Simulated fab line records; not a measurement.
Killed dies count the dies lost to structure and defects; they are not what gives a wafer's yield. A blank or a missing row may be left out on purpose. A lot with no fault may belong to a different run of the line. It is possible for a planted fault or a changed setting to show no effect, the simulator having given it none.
What tool caused it?    flow n5 finfet    36 wafers from 12 lots sampled at 4 of the route's 1938 steps

== WHAT EACH GAUGE READ, for each wafer ==
N5_BEOL_M6_THK_MEAS_01. Usual: for M6_ILD_THK the level is 155.6 nm and the standard deviation is 2.
lot   measured      on             M6_ILD_THK (nm)    flag
L972  day 10 06:03  film metro-02  152.8 155.9 155.8  
L976  day 11 17:48  film metro-02  154.7 154.5 156.7  
L977  day 12 00:08  film metro-02  156.8 156.4 156.6  
L982  day 13 03:52  film metro-02  154.4 158.8 158.7  
L981  day 13 04:08  film metro-01  153.6 157.4 158.6  
L984  day 14 09:16  film metro-01  155.4 158.4 158.3  
L988  day 14 13:44  film metro-01  154.7 155.7 156.3  
L989  day 15 07:04  film metro-01  154.9 154.5 157.5  
L992  day 15 22:13  film metro-02  156.9 154.9 157.0  
L993  day 15 23:01  film metro-02  156.0 159.3 156.7  
L994  day 16 01:54  film metro-01  152.1 153.8 157.1  
L995  day 16 05:49  film metro-01  153.6 155.7 159.7  

N5_BEOL_M6_CD_MEAS_11: target cd 38.5 nm. Usual: cd nm at 38.4 nm, with a standard deviation of 0.5.
lot   measured      on         cd nm (nm)      flag
L972  day 10 07:47  cd sem-01  38.6 38.3 38.7  
L976  day 11 20:07  cd sem-01  37.8 38.5 38.2  
L977  day 12 01:39  cd sem-01  38.9 38.8 39.0  
L982  day 13 04:32  cd sem-02  37.7 37.6 37.3  
L981  day 13 07:23  cd sem-01  38.3 37.8 37.6  
L984  day 14 10:38  cd sem-03  38.5 39.0 38.5  
L988  day 14 15:14  cd sem-02  38.5 38.5 38.7  
L989  day 15 08:02  cd sem-02  38.4 38.4 38.1  
L992  day 16 00:49  cd sem-01  38.1 38.2 38.6  
L993  day 16 01:10  cd sem-03  39.1 38.2 38.5  
L994  day 16 03:02  cd sem-03  38.0 38.2 37.6  
L995  day 16 09:11  cd sem-01  37.8 38.6 37.6  

== EACH LOT AND THE TOOL THAT RAN IT (in order: tool; ch and the chambers of the sampled wafers; start) ==
lot   N5_BEOL_M5_DEP_56                N5_BEOL_M6_COAT_60
L972  pecvd-02 ch 0,1,2, day 10 05:20  litho track-03 ch 0, day 10 07:33
L976  pecvd-02 ch 0,1,2, day 11 17:05  litho track-03 ch 0, day 11 19:44
L977  pecvd-04 ch 0,2, day 11 23:15    litho track-04 ch 0, day 12 01:25
L982  pecvd-03 ch 1,2, day 13 03:09    litho track-03 ch 0, day 13 04:10
L981  pecvd-03 ch 0,2, day 13 03:26    litho track-03 ch 0, day 13 07:01
L984  pecvd-03 ch 0,1, day 14 08:34    litho track-03 ch 0, day 14 10:16
L988  pecvd-04 ch 1,2, day 14 12:58    litho track-03 ch 0, day 14 14:59
L989  pecvd-03 ch 1,2, day 15 06:22    litho track-02 ch 0, day 15 07:40
L992  pecvd-02 ch 0,1,2, day 15 21:01  litho track-02 ch 0, day 16 00:26
L993  pecvd-04 ch 0,2, day 15 22:19    litho track-02 ch 0, day 16 00:48
L994  pecvd-02 ch 0,2, day 16 00:42    litho track-04 ch 0, day 16 02:40
L995  pecvd-03 ch 0,2, day 16 05:07    litho track-02 ch 0, day 16 08:49
- N5_BEOL_M5_DEP_56: deposits SiCN from 3MS/NH3, target thk 8 nm, time 14 s.
- N5_BEOL_M6_COAT_60: time 60 s, resist thk 35 nm.

== AS READ BY THE TOOLS THEMSELVES (means over the sampled wafers that have a number; for cases with no such wafer, the mark the record gives instead) ==
N5_BEOL_M5_DEP_56. Usual: rf fwd power W 198.9 W, standard deviation 0.84; showerhead plenum p Torr 3.666 Torr, standard deviation 0.013; showerhead vpp V 855 V, standard deviation 45; throttle valve pct 9.0 %, standard deviation 0.46.
lot   tool      rf fwd power W (W)  showerhead plenum p Torr (Torr)  showerhead vpp V (V)  throttle valve pct (%)  flag
L972  pecvd-02  198.9               3.667                            852                   9.2                     
L976  pecvd-02  198.0               3.662                            851                   9.1                     
L977  pecvd-04  199.4               3.680                            875                   9.0                     
L982  pecvd-03  198.4               3.674                            849                   8.6                     
L981  pecvd-03  198.7               3.662                            838                   9.0                     
L984  pecvd-03  199.1               3.657                            906                   9.5                     
L988  pecvd-04  197.9               3.669                            837                   8.9                     
L989  pecvd-03  198.6               3.663                            860                   8.8                     
L992  pecvd-02  198.5               3.668                            863                   9.2                     
L993  pecvd-04  199.8               3.677                            867                   9.1                     
L994  pecvd-02  198.7               3.683                            850                   9.2                     
L995  pecvd-03  199.1               3.665                            829                   9.1                     

N5_BEOL_M6_COAT_60. Usual: plate temp C 220.00 C, standard deviation 0.17; spin speed rpm 1500.1 rpm, standard deviation 1.2.
lot   tool            plate temp C (C)  spin speed rpm (rpm)  flag
L972  litho track-03  219.89            1500.9                
L976  litho track-03  220.32            1500.7                
L977  litho track-04  220.08            1500.3                
L982  litho track-03  220.06            1499.1                
L981  litho track-03  219.91            1500.1                
L984  litho track-03  220.18            1548.3                OFF
L988  litho track-03  219.89            1548.1                OFF
L989  litho track-02  219.97            1498.7                
L992  litho track-02  219.95            1500.0                
L993  litho track-02  220.06            1499.6                
L994  litho track-04  219.96            1499.1                
L995  litho track-02  220.15            1499.7                

== THE ANSWER, worked out from the rows above alone ==
Rule: take the mean of a lot's wafers that have a number; if it is more than 3 standard deviations from the usual mean, the lot is off. Also off: a lot with no number at a reading for which 4 or more lots have one. Any other lot the step has rows for is counted as sound. After the gauges, taken in route order, come the tools' own readings; for these a lot's mean is taken, as printed above. At the first step where some lot is off, the reading lying furthest off is the one used; lots without a number count as furthest.
Off, at N5_BEOL_M6_COAT_60 on spin speed rpm: L984, L988.
A tool fits if, at that step or a process step before it, it ran every lot that is off, and no sound lot after the first of them. One fits: litho track-03 at N5_BEOL_M6_COAT_60. A fault onset in the window from L981 (day 13 07:01, its last sound lot) to L984 (day 14 10:16, its first lot off) fits.
On the lots that are off, the tool's own readings at N5_BEOL_M6_COAT_60 differ by more than 5 times the standard deviation of the sound lots' means, which bears it out; spin speed rpm reads 1548.2 rpm there versus 1499.8 rpm on the sound lots.

== WHAT THE SIMULATOR HAD PUT IN ==
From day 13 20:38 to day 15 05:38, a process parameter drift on litho track-03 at N5_BEOL_M6_COAT_60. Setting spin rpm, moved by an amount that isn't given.
Lots struck among those shown: L984, L988. The rule given above showed the same thing.
